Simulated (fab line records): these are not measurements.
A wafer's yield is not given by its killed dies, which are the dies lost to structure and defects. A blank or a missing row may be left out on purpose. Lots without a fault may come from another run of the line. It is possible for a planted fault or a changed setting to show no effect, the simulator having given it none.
Matching of chambers :: flow n5-finfet :: rie-diel-02 running N5_HKMG_FIN_STRIP_89: 4 sister chambers
The step strips SOC in N2/H2, time 20 s. 4 wafers are shown with their chamber, then 9 later ones without.

WAFERS, EACH WITH ITS CHAMBER
wafer: L079.1
chamber: 3
drypump-motor-current-A (A): 5.7

wafer: L086.1
chamber: 0
drypump-motor-current-A (A): 6.3

wafer: L086.2
chamber: 1
drypump-motor-current-A (A): 5.5

wafer: L086.4
chamber: 2
drypump-motor-current-A (A): 5.3

WAFERS WITHOUT THEIR CHAMBER
wafer: L093.1
drypump-motor-current-A (A): 5.7

wafer: L093.3
drypump-motor-current-A (A): 5.2

wafer: L093.5
drypump-motor-current-A (A): 6.4

wafer: L094.1
drypump-motor-current-A (A): 6.4

wafer: L094.2
drypump-motor-current-A (A): 5.7

wafer: L094.3
drypump-motor-current-A (A): 5.2

wafer: L094.4
drypump-motor-current-A (A): 5.7

wafer: L094.5
drypump-motor-current-A (A): 5.2

wafer: L094.6
drypump-motor-current-A (A): 6.4

WHICH CHAMBER EACH WENT THROUGH
wafer: L093.1
from the rows above: 3
in truth: 3

wafer: L093.3
from the rows above: 2
in truth: 2

wafer: L093.5
from the rows above: 0
in truth: 0

wafer: L094.1
from the rows above: 0
in truth: 0

wafer: L094.2
from the rows above: 3
in truth: 3

wafer: L094.3
from the rows above: 2
in truth: 2

wafer: L094.4
from the rows above: 3
in truth: 3

wafer: L094.5
from the rows above: 2
in truth: 2

wafer: L094.6
from the rows above: 0
in truth: 0
Correctly placed: 9 of 9. Left unplaced by these rows: 0. 0 placed wrongly.
How it was worked out, from the rows above alone: a wafer's distance from a chamber is the root of the sum, over the readings, of the square of ((its reading less the chamber's mean) divided by the reading's scatter). The wafer belongs to the nearest chamber; if the next one is less than 2 further off, it can't be placed. The mean given for a chamber averages the wafers shown for that chamber. The scatter (one wafer shown for each chamber): square how far every hidden wafer sits from the nearest shown wafer, average those squares and take the square root.
